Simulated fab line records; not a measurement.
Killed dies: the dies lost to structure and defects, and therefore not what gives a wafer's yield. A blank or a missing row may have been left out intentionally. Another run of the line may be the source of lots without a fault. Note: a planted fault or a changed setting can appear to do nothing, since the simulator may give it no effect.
Which tool is to blame? ; flow nandHarc ; 36 wafers from 12 lots sampled at 5 of the route's 1302 steps

## WHAT THE GAUGES SHOWED, per wafer
NHARC_END_SORT_01. Usual: killedAtArray 52, standard deviation 19; killedAtOther 1.0, standard deviation 1.2; killedAtPeriphery 4.1, standard deviation 2.8; killedDies 57, standard deviation 19; killedOpen 3.1, standard deviation 1.7; killedShort 2.5, standard deviation 1.5.
lot;measured;on;killedAtArray;killedAtOther;killedAtPeriphery;killedDies;killedOpen;killedShort;flag
L567;day 30 22:24;prober-02;53 39 48;7 2 4;1 4 5;61 45 57;2 7 5;2 4 2;
L566;day 30 22:22;prober-01;64;1;7;72;5;3;
L570;day 32 06:58;prober-02;46 65 26;1 2 0;5 4 3;52 71 29;8 0 2;2 2 3;

## TOOL THAT RAN EACH LOT (tool first, then ch and the chambers of the sampled wafers, then the start)
lot;NHARC_A_WL_FILL_CVD_03;NHARC_A_WL_FILL_ETCHBACK_04;NHARC_A_WL_FILL_STRIP_29;NHARC_A_WL_FILL_ETCHBACK_26
L551;cvdW-01 ch 0,1, day 20 14:13;rieMetal-01 ch 0,1, day 20 14:32;rieDiel-06 ch 0,2, day 21 01:09;rieSi-03 ch 1,2,3, day 21 06:31
L554;cvdW-01 ch 0,1, day 21 09:23;rieMetal-03 ch 0,1, day 21 09:47;rieDiel-06 ch 0,1,2, day 21 20:11;rieSi-03 ch 0,1, day 22 01:23
L555;cvdW-01 ch 0,1, day 22 08:37;rieMetal-02 ch 0,1, day 22 09:00;rieDiel-06 ch 0,2,3, day 22 19:11;rieSi-03 ch 1,2,3, day 23 00:29
L561;cvdW-01 ch 0,1, day 24 14:08;rieMetal-02 ch 0,1, day 24 14:29;rieDiel-10 ch 0,1,3, day 25 01:49;rieSi-05 ch 0,3, day 25 07:01
L563;cvdW-02 ch 0,1, day 25 02:49;rieMetal-03 ch 0,1, day 25 03:14;rieDiel-06 ch 0,1,2, day 25 13:15;rieSi-05 ch 0,1,3, day 25 18:25
L567;cvdW-02 ch 0,1, day 26 23:11;rieMetal-01 ch 0,1, day 26 23:34;rieDiel-02 ch 0,1,2, day 27 12:51;rieSi-03 ch 1,2,3, day 27 18:07
L566;cvdW-01 ch 0,1, day 26 23:11;rieMetal-03 ch 0,1, day 26 23:35;rieDiel-06 ch 0,1, day 27 12:47;rieSi-02 ch 0,1,2, day 27 18:05
L568;cvdW-01 ch 0,1, day 28 09:42;rieMetal-01 ch 0,1, day 28 10:04;rieDiel-10 ch 1,2,3, day 28 23:03;rieSi-05 ch 0,2,3, day 29 03:36
L570;cvdW-02 ch 0,1, day 28 09:47;rieMetal-02 ch 0,1, day 28 10:08;rieDiel-10 ch 2,3, day 28 20:57;rieSi-03 ch 0,3, day 29 03:35
L572;cvdW-01 ch 0,1, day 28 21:51;rieMetal-01 ch 0,1, day 28 22:13;rieDiel-10 ch 0,2,3, day 29 16:52;rieSi-05 ch 0,1,2, day 29 22:11
L571;cvdW-02 ch 0, day 28 21:55;rieMetal-03 ch 0,1, day 28 22:16;rieDiel-02 ch 0,1,2, day 29 13:49;rieSi-02 ch 1,3, day 29 19:10
L573;cvdW-01 ch 0,1, day 29 13:42;rieMetal-01 ch 0,1, day 29 14:01;rieDiel-02 ch 0,1,3, day 30 05:29;rieSi-05 ch 0,2,3, day 30 11:12
- NHARC_A_WL_FILL_CVD_03: deposits W, target thk 40 nm, time 279 s.
- NHARC_A_WL_FILL_ETCHBACK_04: etches the open film in NF3, target depth 60 nm, time 120 s.
- NHARC_A_WL_FILL_STRIP_29: strips in O2, time 20 s.
- NHARC_A_WL_FILL_ETCHBACK_26: etches the open film in HBr, target depth 52 nm, time 13.3 s.

## AS READ BY THE TOOLS THEMSELVES (means over the sampled wafers that have a number; for cases with no such wafer, the mark the record gives instead)
NHARC_A_WL_FILL_CVD_03. Usual: heaterPowerW 461 W, standard deviation 41; throttleValvePct 8.13 %, standard deviation 0.24.
lot;tool;heaterPowerW (W);throttleValvePct (%);flag
L551;cvdW-01;495;8.16;
L554;cvdW-01;494;8.10;
L555;cvdW-01;468;8.27;
L561;cvdW-01;462;8.19;
L563;cvdW-02;424;7.93;
L567;cvdW-02;423;8.23;
L566;cvdW-01;476;8.29;
L568;cvdW-01;490;8.05;
L570;cvdW-02;426;8.08;
L572;cvdW-01;482;8.24;
L571;cvdW-02;405;8.06;
L573;cvdW-01;491;8.15;

NHARC_A_WL_FILL_ETCHBACK_04. Usual: drypumpMotorCurrentA 5.7 A, standard deviation 0.48; oesProductAu 1.000 a.u., standard deviation 0.015; runLengthS 141.3 s, standard deviation 0.45.
lot;tool;drypumpMotorCurrentA (A);oesProductAu (a.u.);runLengthS (s);flag
L551;rieMetal-01;6.1;0.993;141.4;
L554;rieMetal-03;5.9;1.006;141.4;
L555;rieMetal-02;5.2;1.001;141.2;
L561;rieMetal-02;5.2;1.006;141.0;
L563;rieMetal-03;5.7;1.001;141.1;
L567;rieMetal-01;6.0;0.986;141.3;
L566;rieMetal-03;5.7;0.994;141.5;
L568;rieMetal-01;6.0;0.985;141.5;
L570;rieMetal-02;5.2;1.017;140.9;
L572;rieMetal-01;5.7;1.000;141.4;
L571;rieMetal-03;5.7;0.991;141.4;
L573;rieMetal-01;5.7;1.001;141.4;

NHARC_A_WL_FILL_STRIP_29. Usual: drypumpMotorCurrentA 5.6 A, standard deviation 0.48; oesProductAu 1.002 a.u., standard deviation 0.016; rfVppV 57.7 V, standard deviation 0.89; showerheadPlenumPTorr 3.51 Torr, standard deviation 0.13; throttleValvePct 17.036 %, standard deviation 0.0082.
lot;tool;drypumpMotorCurrentA (A);oesProductAu (a.u.);rfVppV (V);showerheadPlenumPTorr (Torr);throttleValvePct (%);flag
L551;rieDiel-06;5.6;0.979;58.3;3.54;17.035;
L554;rieDiel-06;5.6;0.991;57.7;3.45;17.033;
L555;rieDiel-06;5.6;1.003;57.4;3.46;17.038;
L561;rieDiel-10;5.2;1.001;58.7;3.61;17.036;
L563;rieDiel-06;5.6;1.001;57.5;3.45;17.029;
L567;rieDiel-02;5.6;0.984;57.9;3.48;17.037;
L566;rieDiel-06;5.7;0.994;57.3;3.40;17.030;
L568;rieDiel-10;5.6;1.030;57.8;3.62;17.042;
L570;rieDiel-10;5.3;1.018;57.8;3.62;17.042;
L572;rieDiel-10;5.4;1.006;58.7;3.56;17.043;
L571;rieDiel-02;5.6;0.985;58.1;3.48;17.034;
L573;rieDiel-02;6.0;0.991;57.0;3.43;17.030;

NHARC_A_WL_FILL_ETCHBACK_26. Usual: drypumpMotorCurrentA 5.9 A, standard deviation 0.37; oesProductAu 0.997 a.u., standard deviation 0.014; runLengthS 34.4 s, standard deviation 0.43; throttleValvePct 23.268 %, standard deviation 0.0091.
lot;tool;drypumpMotorCurrentA (A);oesProductAu (a.u.);runLengthS (s);throttleValvePct (%);flag
L551;rieSi-03;5.4;1.013;34.5;23.269;
L554;rieSi-03;5.6;0.992;34.3;23.274;
L555;rieSi-03;5.4;0.991;34.3;23.267;
L561;rieSi-05;6.1;1.000;31.5;23.269;OFF
L563;rieSi-05;6.2;0.999;31.4;23.268;OFF
L567;rieSi-03;5.4;0.992;34.3;23.269;
L566;rieSi-02;5.8;1.001;34.5;23.270;
L568;rieSi-05;6.2;0.999;34.2;23.282;
L570;rieSi-03;5.4;0.988;34.1;23.266;
L572;rieSi-05;6.3;0.988;34.2;23.263;
L571;rieSi-02;5.7;0.985;34.4;23.266;
L573;rieSi-05;6.2;0.995;34.1;23.258;

## THE ANSWER, worked out from the rows above alone
Rule: lot off if the mean of its wafers having a number is beyond 3 standard deviations from the usual mean. Also off: a lot with no number at a reading for which 4 or more lots have one. Any other lot the step has rows for is counted as sound. The gauges are gone through in route order, then the tools' own readings, and for those a lot's mean is taken as printed above. The first step at which some lot is off is used, and at that step the reading that is off furthest; a lot without a number counts as furthest.
Off: L561, L563, at NHARC_A_WL_FILL_ETCHBACK_26 (runLengthS).
A tool fits if, at that step or a process step before it, it ran every lot that is off, and no sound lot after the first of them. None of those tried fits.

## WHAT WAS PUT IN BY THE SIMULATOR
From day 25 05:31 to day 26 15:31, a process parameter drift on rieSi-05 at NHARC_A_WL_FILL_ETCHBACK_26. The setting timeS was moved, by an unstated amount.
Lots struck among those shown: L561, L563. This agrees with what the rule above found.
